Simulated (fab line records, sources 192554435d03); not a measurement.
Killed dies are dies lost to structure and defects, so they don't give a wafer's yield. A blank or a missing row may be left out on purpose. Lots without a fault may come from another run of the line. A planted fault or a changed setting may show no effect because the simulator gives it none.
fab line records | flow n5_finfet
record lots=10 wafers=30 last_day=17
route steps=1938 shown PMOS_HMC_CHANNEL_EPI@66 BEOL_M4@1111 PASSIVATION@1936
lots that met no fault: from a run of the same line without faults
start_h: hours from the record's first day to the start of the lot's first wafer shown | wait_h: hours since the lot's step before | " the same as in the row above | L1.1+2: a row that stands for several wafers | - no value, or no start given | * or withheld: withheld | < > ~ a bound
route shown NAME@n: a module of which the file shows steps, and the number in the route of the first | usual: mean/standard deviation of fault-free wafers | same: alike in all rows | chamber/n: place in a boat | sites: the reading at each site | _std_site: their standard deviation | _edge_site: outer sites' mean less inner sites' | radius_mm: how far each site lies from the wafer's centre | mask NAME#n: copy n | behind: the tool/chamber that last shaped the wafer | hold: why the lot was held/for how many hours/how that ended | device: the transistor (n, p or np) that didn't switch | end of line: the same wafers' tests at the end of the route | a step without rows: its recipe alone | killed: dies lost to structure and defects at the first sort, not the wafer's yield | map: a wafer's dies, x killed, . not, _ none there
set.NAME: the setting as run; set.NAME@STEP: as run at that earlier step | model.NAME: the simulator's own value behind a step, which no gauge read
steps of the route over a sample of lots; a table a step, a row a wafer
services: from which hour (start_h, from the record's first day; less than 0 if before it) a tool's chamber was out of use, for how many hours, and why
## steps
# step N5_PMOS_HMC_CHANNEL_EPI_OVL_MEAS_10
# recipe points_per_wafer=44
# usual PMOS_HMC_BLK_OVL=0.4/0.65
# columns lot.wafer tool chamber start_h wait_h PMOS_HMC_BLK_OVL[nm]
L557.1 overlay-02 0 47.63 0.0 -0.5
L557.4 " 0 " " 0.7
L557.5 " 0 " " 0.6
L558.2 overlay-01 0 53.33 0.0 0.4
L558.3 " 0 " " 0.4
L558.6 " 0 " " 1.6
L559.1 overlay-02 0 59.12 0.0 0.5
L559.3 " 0 " " 0.4
L559.6 " 0 " " 1.2
L560.2 overlay-01 0 65.15 0.0 0.0
L560.3 " 0 " " -0.1
L560.5 " 0 " " 1.1
L566.1 overlay-01 0 101.17 0.0 0.6
L566.4 " 0 " " 0.0
L566.5 " 0 " " -0.3
L570.1 overlay-02 0 125.29 0.0 -0.2
L570.2 " 0 " " 1.6
L570.5 " 0 " " 0.9
L571.1 overlay-02 0 131.64 0.0 0.8
L571.2 " 0 " " 0.6
L571.5 " 0 " " -0.2
L573.1 overlay-01 0 143.32 0.0 0.4
L573.3 " 0 " " 0.2
L573.6 " 0 " " 0.2
L574.2 overlay-01 0 148.99 0.0 -0.3
L574.5 " 0 " " 1.9
L574.6 " 0 " " 0.7
L575.1 overlay-01 0 155.53 0.0 -0.8
L575.4 " 0 " " -0.4
L575.6 " 0 " " -0.8
# step N5_PMOS_HMC_CHANNEL_EPI_INSPECT_11
# recipe mode=adi inspect_instrument=macro
# usual raw_defect_count=2.2/1.6
# columns lot.wafer tool chamber start_h wait_h raw_defect_count
L557.1 defect_inspect-02 - 47.65 0.0 2
L557.4 " - " " 2
L557.5 " - " " 1
L558.2 defect_inspect-01 - 53.36 0.0 3
L558.3 " - " " 1
L558.6 " - " " 2
L559.1 defect_inspect-01 - 59.14 0.0 2
L559.3 " - " " 3
L559.6 " - " " 1
L560.2 defect_inspect-02 - 65.17 0.0 3
L560.3 " - " " 3
L560.5 " - " " 5
L566.1 defect_inspect-02 - 101.19 0.0 5
L566.4 " - " " 1
L566.5 " - " " 2
L570.1 defect_inspect-01 - 125.31 0.0 4
L570.2 " - " " 4
L570.5 " - " " 5
L571.1 defect_inspect-02 - 131.66 0.0 3
L571.2 " - " " 5
L571.5 " - " " 4
L573.1 defect_inspect-01 - 143.35 0.0 2
L573.3 " - " " 1
L573.6 " - " " 3
L574.2 defect_inspect-01 - 149.01 0.0 2
L574.5 " - " " 3
L574.6 " - " " 3
L575.1 defect_inspect-01 - 155.55 0.0 2
L575.4 " - " " 0
L575.6 " - " " 3
# step N5_PMOS_HMC_CHANNEL_EPI_DESCUM_14
# recipe chemistry=O2 time_s=7.9 source_power_w=50 bias_power_w=20 pressure_mtorr=20 rf_frequency_hz=2.712e+07 temp_c=40 resist=CAR-ArF-block o2_flow_sccm=225
# usual drypump_motor_current_A=5.8/0.41 oes_product_au=0.80/0.076 rf_fwd_power_W=49.40/0.21 rf_vpp_V=243.2/1.4 showerhead_plenum_p_Torr=2.10/0.069 throttle_valve_pct=20.41/0.21
# columns lot.wafer tool chamber start_h wait_h drypump_motor_current_A oes_product_au rf_fwd_power_W rf_hours_counter_h rf_vpp_V showerhead_plenum_p_Torr throttle_valve_pct
L557.1 rie_diel-04 0 47.68 0.0 5.1 0.79 49.48 118 241.8 2.10 20.27
L557.4 " 3 " " 5.7 0.70 49.46 207 239.9 2.00 20.62
L557.5 " 2 " " 5.6 0.69 49.53 - 242.5 1.97 20.39
L558.2 rie_diel-01 3 53.45 0.1 6.0 0.81 49.22 115 243.8 2.11 20.24
L558.3 " 0 " " 6.1 0.74 49.49 184 244.5 2.17 20.43
L558.6 " 1 " " 6.3 0.92 49.39 - 243.9 2.04 19.99
L559.1 rie_diel-04 2 59.17 0.0 5.6 0.69 49.68 232 241.4 1.97 20.39
L559.3 " 3 " " 5.7 0.70 49.35 211 240.0 2.00 20.64
L559.6 " 2 " " 5.6 0.69 49.75 - 241.9 1.97 20.39
L560.2 rie_diel-05 2 65.68 0.5 5.3 0.84 49.10 72 243.7 2.12 20.59
L560.3 " 0 " " 5.9 0.70 49.43 232 243.7 2.17 20.74
L560.5 " 3 " " 6.2 0.75 49.53 - 245.1 2.15 20.29
L566.1 rie_diel-05 1 101.22 0.0 6.1 0.82 49.52 84 242.2 2.04 20.48
L566.4 " 0 " " 5.9 0.69 49.46 243 245.4 2.16 20.74
L566.5 " 0 " " 5.9 0.69 49.42 - 243.7 2.16 20.78
L570.1 rie_diel-01 1 125.35 0.0 6.3 0.88 49.25 37 243.3 2.03 20.03
L570.2 " 3 " " 6.0 0.79 49.17 132 243.6 2.10 20.26
L570.5 " 3 " " 6.0 0.80 49.33 - 242.1 2.10 20.27
L571.1 rie_diel-01 3 131.71 0.0 6.0 0.79 49.53 135 244.1 2.10 20.26
L571.2 " 1 " " 6.3 0.86 49.52 40 241.9 2.03 20.03
L571.5 " 2 " " 5.2 0.83 49.18 - 241.3 2.05 20.55
L573.1 rie_diel-05 1 143.38 0.0 6.1 0.80 49.56 96 241.5 2.03 20.52
L573.3 " 3 " " 6.2 0.73 49.54 212 244.4 2.14 20.32
L573.6 " 3 " " 6.2 0.73 49.45 - 244.7 2.14 20.32
L574.2 rie_diel-01 1 149.33 0.3 6.3 0.87 49.30 46 242.6 2.03 20.04
L574.5 " 2 " " 5.2 0.83 49.32 - 243.2 2.04 20.57
L574.6 " 3 " " 6.0 0.79 49.25 - 244.2 2.10 20.28
L575.1 rie_diel-04 1 155.62 0.1 5.9 0.89 49.16 41 245.7 2.22 20.45
L575.4 " 2 " " 5.6 0.98 49.35 3 246.6 2.23 20.03
L575.6 " 3 " " 5.7 0.69 49.42 - 242.2 1.99 20.68
# step N5_PMOS_HMC_CHANNEL_EPI_EPI_20
# recipe material=SiGe30 mask_material=SiO2 pressure_torr=20 target_thk_a=590 temp_c=600
# usual chamber_pressure_Torr=20.00/0.043 lamp_inner_pct=13.29/0.17 susceptor_temp_C=600.01/0.29
# columns lot.wafer tool chamber start_h wait_h chamber_pressure_Torr lamp_inner_pct susceptor_temp_C
L557.1 epi_rpcvd-02 - 48.31 0.0 - - -
L557.4 " - " " - - -
L557.5 " - " " - - -
L558.2 epi_rpcvd-01 - 54.34 0.3 - - -
L558.3 " - " " - - -
L558.6 " - " " - - -
L559.1 epi_rpcvd-04 - 59.81 0.0 - - -
L559.3 " - " " - - -
L559.6 " - " " - - -
L560.2 epi_rpcvd-04 0 66.57 0.3 19.90 12.99 599.95
L560.3 " 0 " " 19.97 13.12 599.84
L560.5 " 0 " " 20.00 13.01 599.63
L566.1 epi_rpcvd-01 0 101.85 0.0 20.00 13.48 599.82
L566.4 " 0 " " 20.00 13.49 600.35
L566.5 " 0 " " 20.00 13.54 600.12
L570.1 epi_rpcvd-01 0 125.98 0.0 19.96 13.41 600.07
L570.2 " 0 " " 19.99 13.33 599.73
L570.5 " 0 " " 19.99 13.43 600.25
L571.1 epi_rpcvd-02 0 132.34 0.0 20.01 13.46 600.34
L571.2 " 0 " " 19.99 13.48 600.16
L571.5 " 0 " " 20.02 13.69 599.79
L573.1 epi_rpcvd-01 0 144.01 0.0 20.08 13.50 600.11
L573.3 " 0 " " 20.07 13.37 600.09
L573.6 " 0 " " 20.00 13.45 599.97
L574.2 epi_rpcvd-02 0 150.16 0.2 19.96 13.34 599.78
L574.5 " 0 " " 19.98 13.35 599.71
L574.6 " 0 " " 19.96 13.37 599.48
L575.1 epi_rpcvd-02 0 156.24 0.0 20.01 13.34 600.18
L575.4 " 0 " " 19.92 13.46 600.42
L575.6 " 0 " " 19.99 13.27 600.06
# step N5_BEOL_M4_RC_MEAS_101
# usual DIBL_N=36.5/1.7 DIBL_P=36.3/2.1 IOFF_N=0.16/0.036 IOFF_P=0.21/0.037 ION_N=676/12 ION_P=462/7.6 SS_N=71.5/0.68 SS_P=73.3/0.63 VT_N=249/3.5 VT_P=-250/3.5
# columns lot.wafer tool chamber start_h wait_h DIBL_N[mV/V] DIBL_P[mV/V] IOFF_N[nA/um] IOFF_P[nA/um] ION_N[uA/um] ION_P[uA/um] SS_N[mV/dec] SS_P[mV/dec] VT_N[mV] VT_P[mV]
L560.2 prober-01 0 228.12 0.2 32.2 31.4 0.11 0.16 670 459 69.9 72.1 254 -251
L560.3 " 0 " " 34.2 33.7 0.13 0.19 657 451 69.8 73.2 250 -253
L560.5 " 0 " " 36.4 36.5 0.17 0.23 683 465 71.2 74.2 249 -249
L566.1 prober-02 0 251.60 0.0 38.1 39.7 0.23 0.26 695 469 73.0 73.4 244 -248
L566.4 " 0 " " 35.3 36.3 0.17 0.21 685 467 71.8 73.4 250 -250
L566.5 " 0 " " 36.1 37.3 0.19 0.22 688 466 71.5 73.4 248 -252
L570.1 prober-02 0 282.16 0.0 38.1 39.1 0.23 0.26 689 467 72.1 73.5 245 -246
L570.2 " 0 " " 37.3 38.4 0.21 0.26 701 477 71.9 73.4 243 -247
L570.5 " 0 " " 36.4 37.8 0.19 0.24 693 473 71.6 74.1 247 -248
L571.1 prober-01 0 284.40 0.2 34.3 33.5 0.11 0.15 657 452 71.1 72.8 255 -257
L571.2 " 0 " " 34.4 33.2 0.11 0.14 643 441 70.9 72.3 261 -260
L571.5 " 0 " " 37.6 38.1 0.17 0.21 670 459 71.1 73.7 250 -251
L573.1 prober-01 0 293.40 0.0 35.0 34.1 0.12 0.17 665 457 71.3 72.2 252 -251
L573.3 " 0 " " 35.4 34.3 0.12 0.17 669 455 71.1 72.6 252 -255
L573.6 " 0 " " 38.7 38.4 0.18 0.23 678 464 72.1 74.3 247 -248
L575.1 prober-01 0 310.17 0.0 39.0 37.7 0.19 0.24 679 463 73.4 74.3 246 -247
L575.4 " 0 " " 36.7 36.5 0.16 0.24 689 480 70.5 73.0 248 -246
L575.6 " 0 " " 35.6 34.4 0.13 0.19 679 464 71.2 72.9 250 -252
L574.2 prober-02 0 310.87 0.2 38.3 38.7 0.19 0.25 673 469 72.7 73.5 246 -248
L574.5 " 0 " " 36.6 36.7 0.14 0.23 654 459 71.7 73.3 253 -248
L574.6 " 0 " " 35.1 35.0 0.14 0.20 668 462 71.7 73.1 250 -249
# step N5_PASSIVATION_PROBE_49
# usual killed_at_M0_to_M3=34/12 killed_at_M4_up=12/4.9 killed_at_contacts=13/7.2 killed_at_front_end=39/12 killed_at_other=3.7/2.9 killed_dies=101/18 killed_on_rim=13/4 killed_open=67/14 killed_short=33/7.2
# same gross_dies=1180 killed_at_back_side=0
# columns lot.wafer tool chamber start_h wait_h killed_at_M0_to_M3 killed_at_M4_up killed_at_contacts killed_at_front_end killed_at_other killed_dies killed_on_rim killed_open killed_short
L558.2 prober-01 - 309.12 0.1 14 0 3 1163 0 1180 152 16 11
L558.3 prober-01 - 309.17 0.1 9 1 1 1169 0 1180 152 11 7
L558.6 prober-01 - 309.32 0.3 8 5 3 1164 0 1180 152 21 3
L557.1 prober-02 - 309.86 0.0 4 2 1 1172 1 1180 152 13 2
L557.4 prober-02 - 310.01 0.2 3 0 0 1177 0 1180 152 4 7
L557.5 prober-02 - 310.06 0.2 9 2 4 1165 0 1180 152 13 7
L559.1 prober-02 - 321.68 0.0 3 2 3 1170 2 1180 152 12 8
L559.3 prober-02 - 321.78 0.1 7 2 7 1164 0 1180 152 13 11
L559.6 prober-02 - 321.93 0.3 8 2 2 1167 1 1180 152 7 8
L560.2 prober-02 - 329.13 0.1 22 15 11 46 5 99 14 70 25
L560.3 prober-02 - 329.18 0.1 21 11 6 47 6 91 12 62 29
L560.5 prober-02 - 329.28 0.2 39 17 5 25 0 86 19 58 27
L570.1 prober-02 - 397.99 0.6 30 14 12 34 7 97 13 69 28
L570.2 prober-02 - 398.04 0.6 35 8 18 25 2 88 15 57 31
L570.5 prober-02 - 398.19 0.8 25 8 18 36 13 100 14 67 28
L574.2 prober-01 - 411.00 0.1 26 9 21 42 5 103 10 67 36
L574.5 prober-01 - 411.15 0.2 33 6 28 30 6 103 9 67 35
L574.6 prober-01 - 411.20 0.3 30 11 35 39 3 118 13 86 32
# killed by level:class
L558.2 FIN_SAQP:lost_pattern=1146 PMOS_HMC_CHANNEL_EPI:area_epi=7 STI_FIN_REVEAL:geometric_particle:open=3 BEOL_M0_SAQP:geometric_particle:short=3 BEOL_M0_SAQP:geometric_particle:open=3 BEOL_M3:geometric_particle:open=3 FIN_SAQP:geometric_particle:open=2 GATE_CUT:geometric_particle:short=2
L558.3 FIN_SAQP:lost_pattern=1157 PMOS_HMC_CHANNEL_EPI:area_epi=5 BEOL_M0_SAQP:geometric_particle:short=4 FIN_SAQP:geometric_particle:short=3 BEOL_M0_SAQP:geometric_particle:open=3 BEOL_M2:geometric_particle:open=2 FIN_SAQP:geometric_particle:open=1 STI_FIN_REVEAL:geometric_particle:open=1
L558.6 FIN_SAQP:lost_pattern=1150 PMOS_HMC_CHANNEL_EPI:area_epi=6 BEOL_M0_SAQP:geometric_particle:open=5 BEOL_M4:geometric_particle:open=4 FIN_SAQP:geometric_particle:open=2 STI_FIN_REVEAL:geometric_particle:open=2 MOL_CONTACT_COAG:geometric_particle:open=2 BEOL_M3:geometric_particle:open=2
L557.1 FIN_SAQP:lost_pattern=1158 PMOS_HMC_CHANNEL_EPI:area_epi=7 FIN_SAQP:geometric_particle:open=2 BEOL_M0_SAQP:geometric_particle:open=2 STARTING-WAFER:geometric_particle:open=2 STI_FIN_REVEAL:geometric_particle:open=1 FIN_CUT:geometric_particle:open=1 ILD0:geometric_particle:open=1
L557.4 FIN_SAQP:lost_pattern=1167 BEOL_M0_SAQP:geometric_particle:short=3 DUMMY_GATE:geometric_particle:open=2 GATE_CUT:geometric_particle:short=2 PMOS_HMC_CHANNEL_EPI:area_epi=2 PMOS_HMC_CHANNEL_EPI:geometric_particle:short=1 FIN_SAQP:geometric_particle:short=1 FIN_SAQP:geometric_particle:open=1
L557.5 FIN_SAQP:lost_pattern=1159 MOL_CONTACT_COAG:geometric_particle:open=3 BEOL_M0_SAQP:geometric_particle:open=3 BEOL_M0_SAQP:geometric_particle:short=3 DUMMY_GATE:geometric_particle:open=2 BEOL_M2:geometric_particle:open=2 FIN_SAQP:geometric_particle:short=1 FIN_SAQP:geometric_particle:open=1
L559.1 FIN_SAQP:lost_pattern=1154 PMOS_HMC_CHANNEL_EPI:area_epi=6 FIN_SAQP:geometric_particle:short=3 DUMMY_GATE:geometric_particle:open=3 MOL_CONTACT_COAG:geometric_particle:open=3 FIN_SAQP:geometric_particle:open=2 BEOL_M0_SAQP:geometric_particle:short=2 PASS1_DEP:geometric_particle:short=1
L559.3 FIN_SAQP:lost_pattern=1151 MOL_CONTACT_COAG:geometric_particle:open=6 PMOS_HMC_CHANNEL_EPI:area_epi=4 FIN_SAQP:geometric_particle:short=3 STI_FIN_REVEAL:geometric_particle:open=2 BEOL_M0_SAQP:geometric_particle:short=2 BEOL_M3:geometric_particle:short=2 BEOL_M3:geometric_particle:open=2
L559.6 FIN_SAQP:lost_pattern=1160 PMOS_HMC_CHANNEL_EPI:area_epi=5 BEOL_M0_SAQP:geometric_particle:open=3 MOL_CONTACT_COAG:geometric_particle:short=2 BEOL_M0_SAQP:geometric_particle:short=2 BEOL_M0:geometric_particle:short=2 FIN_SAQP:geometric_particle:open=1 GATE_CUT:geometric_particle:short=1
L560.2 FIN_SAQP:geometric_particle:open=16 BEOL_M2:geometric_particle:open=9 MOL_CONTACT_COAG:geometric_particle:open=7 BEOL_M4:geometric_particle:open=5 BEOL_M3:geometric_particle:open=5 DUMMY_GATE:geometric_particle:open=4 ILD0:geometric_particle:short=4 ILD0:geometric_particle:open=4
L560.3 FIN_SAQP:geometric_particle:open=11 FIN_SAQP:geometric_particle:short=9 BEOL_M2:geometric_particle:open=9 BEOL_M4:geometric_particle:open=9 DUMMY_GATE:geometric_particle:open=8 STI_FIN_REVEAL:geometric_particle:open=8 BEOL_M0_SAQP:geometric_particle:short=5 MIM_TOP:geometric_particle:short=4
L560.5 BEOL_M2:geometric_particle:open=12 BEOL_M3:geometric_particle:open=10 BEOL_M0_SAQP:geometric_particle:short=8 FIN_SAQP:geometric_particle:short=7 BEOL_M4:geometric_particle:open=6 MOL_CONTACT_COAG:geometric_particle:open=5 DUMMY_GATE:geometric_particle:open=4 BEOL_M2:geometric_particle:short=4
L570.1 MOL_CONTACT_COAG:geometric_particle:open=9 STI_FIN_REVEAL:geometric_particle:open=8 FIN_SAQP:geometric_particle:short=7 BEOL_M2:geometric_particle:open=7 BEOL_M3:geometric_particle:open=7 BEOL_M0_SAQP:geometric_particle:open=6 ILD0:geometric_particle:short=4 BEOL_M0_SAQP:geometric_particle:short=4
L570.2 MOL_CONTACT_COAG:geometric_particle:open=13 GATE_CUT:geometric_particle:short=7 BEOL_M0_SAQP:geometric_particle:short=7 BEOL_M1:geometric_particle:open=7 BEOL_M0_SAQP:geometric_particle:open=6 MOL_CONTACT_COAG:geometric_particle:short=5 BEOL_M3:geometric_particle:open=5 BEOL_M4:geometric_particle:open=5
L570.5 MOL_CONTACT_COAG:geometric_particle:open=12 STI_FIN_REVEAL:geometric_particle:open=9 BEOL_M2:geometric_particle:open=9 PASS1_CAP:geometric_particle:open=8 DUMMY_GATE:geometric_particle:open=7 MOL_CONTACT_COAG:geometric_particle:short=6 BEOL_M2:geometric_particle:short=4 BEOL_M4:geometric_particle:open=4
L574.2 STI_FIN_REVEAL:geometric_particle:open=17 MOL_CONTACT_COAG:geometric_particle:open=17 BEOL_M0_SAQP:geometric_particle:short=9 BEOL_M3:geometric_particle:open=8 STARTING-WAFER:geometric_particle:short=6 FIN_SAQP:geometric_particle:open=5 MOL_CONTACT_COAG:geometric_particle:short=4 BEOL_M1:geometric_particle:short=4
L574.5 MOL_CONTACT_COAG:geometric_particle:open=19 BEOL_M1:geometric_particle:open=12 MOL_CONTACT_COAG:geometric_particle:short=9 STI_FIN_REVEAL:geometric_particle:open=7 BEOL_M0_SAQP:geometric_particle:short=6 GATE_CUT:geometric_particle:short=5 BEOL_M3:geometric_particle:open=5 BEOL_M2:geometric_particle:open=5
L574.6 MOL_CONTACT_COAG:geometric_particle:open=28 STI_FIN_REVEAL:geometric_particle:open=11 BEOL_M3:geometric_particle:open=9 MOL_CONTACT_COAG:geometric_particle:short=7 BEOL_M2:geometric_particle:open=7 DUMMY_GATE:geometric_particle:open=6 GATE_CUT:geometric_particle:short=5 BEOL_M0_SAQP:geometric_particle:short=5
## services
# columns tool chamber start_h hours kind
rie_diel-05 3 36.92 2.7 repair
rie_diel-04 1 56.27 4.2 repair
rie_diel-05 - 60.59 0.6 repair
epi_rpcvd-04 - 79.07 6.0 pm
rie_diel-04 0 80.56 7.8 repair
rie_diel-01 - 98.51 2.8 pm
rie_diel-01 3 111.79 13.2 repair
rie_diel-04 2 120.94 - clean
rie_diel-04 2 120.94 - consumable_replace:focus_ring
rie_diel-04 2 120.94 - consumable_replace:showerhead
rie_diel-04 2 120.94 23.6 scheduled_down
rie_diel-04 2 120.94 23.6 vent_cycle
rie_diel-05 0 123.19 - clean
rie_diel-05 0 123.19 - consumable_replace:focus_ring
rie_diel-05 0 123.19 28.3 scheduled_down
rie_diel-05 0 123.19 28.3 vent_cycle
rie_diel-01 0 123.46 131.8 repair
rie_diel-05 1 126.84 5.4 repair
rie_diel-01 3 154.67 14.1 repair
## key
first_sign step=N5_PMOS_HMC_CHANNEL_EPI_EPI_20 reading=tool_record direction=missing
effect step=N5_PASSIVATION_PROBE_49 reading=killed_at_front_end direction=up sigmas=93 usual=39 struck=1168
met_at N5_PMOS_HMC_CHANNEL_EPI_EPI_20
struck_lots L557,L558,L559
later_rows_left_out L557.1,L557.4,L557.5,L558.2,L558.3,L558.6,L559.1,L559.3,L559.6
tester_left_out L557,L558,L559
not_acting_at N5_PMOS_HMC_CHANNEL_EPI_OVL_MEAS_10,N5_PMOS_HMC_CHANNEL_EPI_INSPECT_11,N5_PMOS_HMC_CHANNEL_EPI_DESCUM_14
fault kind=skipped_step_whole tool=epi_rpcvd-01,epi_rpcvd-02,epi_rpcvd-04 chamber=- onset_h=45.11 steps=N5_PMOS_HMC_CHANNEL_EPI_EPI_20 scope=struck_lots_only
# tester_left_out: of these lots the tester's yield and bins aren't shown, on N5 and GAA mostly nor the transistor test; their killed dies are dies lost to structure and defects alone, not to doping, threshold or leakage, so they don't give the yield
# later_rows_left_out: the simulator's readings of these wafers behind a module that went badly wrong aren't trusted and aren't shown, but for the sort
